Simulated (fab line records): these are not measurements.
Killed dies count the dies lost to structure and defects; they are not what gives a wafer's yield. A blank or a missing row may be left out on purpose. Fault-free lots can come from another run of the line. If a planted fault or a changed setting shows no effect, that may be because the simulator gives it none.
Lot-split experiment / flow n5Finfet / route with 1938 steps; 7 lots, 21 wafers read

## SPLIT DETAILS
At N5_BEOL_M5_ETCH_72 (etches underlayer in N2/H2, target depth 6.5 nm, time 5.2 s), the setting biasW was moved away from the recipe's 150 W on 8 of the 21 wafers read, by -15.2% to +9.5%. All remaining wafers had this setting at the recipe value.

The reading comes from the split's own step.

## THE READING
rfVppV, in V, at N5_BEOL_M5_ETCH_72 (etches underlayer in N2/H2, target depth 6.5 nm, time 5.2 s). Fault-free wafers of this fab line usually give 523.9 V, standard deviation 2.2 V.

wafer=L078.2; tool, chamber at the split=rieDiel-04, 0; biasW as run, W=129.7; against the recipe=-13.5%; rfVppV, V=474.0; against lot-mates on the recipe=-48.9
wafer=L078.5; tool, chamber at the split=rieDiel-04, 3; biasW as run, W=150; against the recipe=recipe; rfVppV, V=522.9; against lot-mates on the recipe=-
wafer=L078.6; tool, chamber at the split=rieDiel-04, 0; biasW as run, W=129.7; against the recipe=-13.5%; rfVppV, V=475.9; against lot-mates on the recipe=-47.0
wafer=L081.1; tool, chamber at the split=rieDiel-04, 1; biasW as run, W=150; against the recipe=recipe; rfVppV, V=522.3; against lot-mates on the recipe=-
wafer=L081.3; tool, chamber at the split=rieDiel-04, 3; biasW as run, W=150; against the recipe=recipe; rfVppV, V=525.3; against lot-mates on the recipe=-
wafer=L081.4; tool, chamber at the split=rieDiel-04, 2; biasW as run, W=164.3; against the recipe=+9.5%; rfVppV, V=557.8; against lot-mates on the recipe=+34.0
wafer=L080.2; tool, chamber at the split=rieDiel-05, 0; biasW as run, W=160.8; against the recipe=+7.2%; rfVppV, V=546.7; against lot-mates on the recipe=+23.1
wafer=L080.4; tool, chamber at the split=rieDiel-05, 3; biasW as run, W=160.8; against the recipe=+7.2%; rfVppV, V=551.4; against lot-mates on the recipe=+27.8
wafer=L080.5; tool, chamber at the split=rieDiel-05, 2; biasW as run, W=150; against the recipe=recipe; rfVppV, V=523.6; against lot-mates on the recipe=-
wafer=L082.1; tool, chamber at the split=rieDiel-05, 2; biasW as run, W=150; against the recipe=recipe; rfVppV, V=524.5; against lot-mates on the recipe=-
wafer=L082.3; tool, chamber at the split=rieDiel-05, 1; biasW as run, W=150; against the recipe=recipe; rfVppV, V=523.9; against lot-mates on the recipe=-
wafer=L082.4; tool, chamber at the split=rieDiel-05, 3; biasW as run, W=150; against the recipe=recipe; rfVppV, V=526.9; against lot-mates on the recipe=-
wafer=L084.1; tool, chamber at the split=rieDiel-04, 2; biasW as run, W=150; against the recipe=recipe; rfVppV, V=525.5; against lot-mates on the recipe=-
wafer=L084.2; tool, chamber at the split=rieDiel-04, 3; biasW as run, W=150; against the recipe=recipe; rfVppV, V=524.0; against lot-mates on the recipe=-
wafer=L084.5; tool, chamber at the split=rieDiel-04, 1; biasW as run, W=150; against the recipe=recipe; rfVppV, V=522.7; against lot-mates on the recipe=-
wafer=L093.3; tool, chamber at the split=rieDiel-02, 3; biasW as run, W=127.2; against the recipe=-15.2%; rfVppV, V=471.0; against lot-mates on the recipe=no lot-mate on the recipe
wafer=L093.4; tool, chamber at the split=rieDiel-02, 2; biasW as run, W=127.2; against the recipe=-15.2%; rfVppV, V=470.8; against lot-mates on the recipe=no lot-mate on the recipe
wafer=L093.5; tool, chamber at the split=rieDiel-02, 3; biasW as run, W=127.2; against the recipe=-15.2%; rfVppV, V=469.5; against lot-mates on the recipe=no lot-mate on the recipe
wafer=L094.2; tool, chamber at the split=rieDiel-05, 2; biasW as run, W=150; against the recipe=recipe; rfVppV, V=524.9; against lot-mates on the recipe=-
wafer=L094.3; tool, chamber at the split=rieDiel-05, 3; biasW as run, W=150; against the recipe=recipe; rfVppV, V=522.3; against lot-mates on the recipe=-
wafer=L094.4; tool, chamber at the split=rieDiel-05, 0; biasW as run, W=150; against the recipe=recipe; rfVppV, V=522.5; against lot-mates on the recipe=-

FIT RESULTS
A straight line over all 21 wafers: rfVppV changes by +3.55 V for each +1% of biasW; r = +1.00; the points scatter about the line by 1.5 V.
The same after taking each lot's own level away (the mean of its wafers on the recipe; 18 wafers): +3.55 V for each +1%; r = +1.00; scatter 1.4 V.
The reading moves by 54 V for the largest change in biasW, on that fit.
Measured against the standard deviation above, the lots' own levels, which go from 522.90 to 525.10 V, span 1.0 times it.
Hence the lot-to-lot level has little effect on the slope; both slopes agree.
Check: with one of the wafers moved furthest among these (-13.5%) left out of the fit, the line predicts -47.4 V for it against its lot-mates. Against them it came out at -48.9 V.
Tool readings at the split's step, against how far the setting was moved: rfVppV r = +1.00.

## THE FILE'S OWN FIT
rfVppV changes by +3.54 V for each +1% of biasW, r = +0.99.
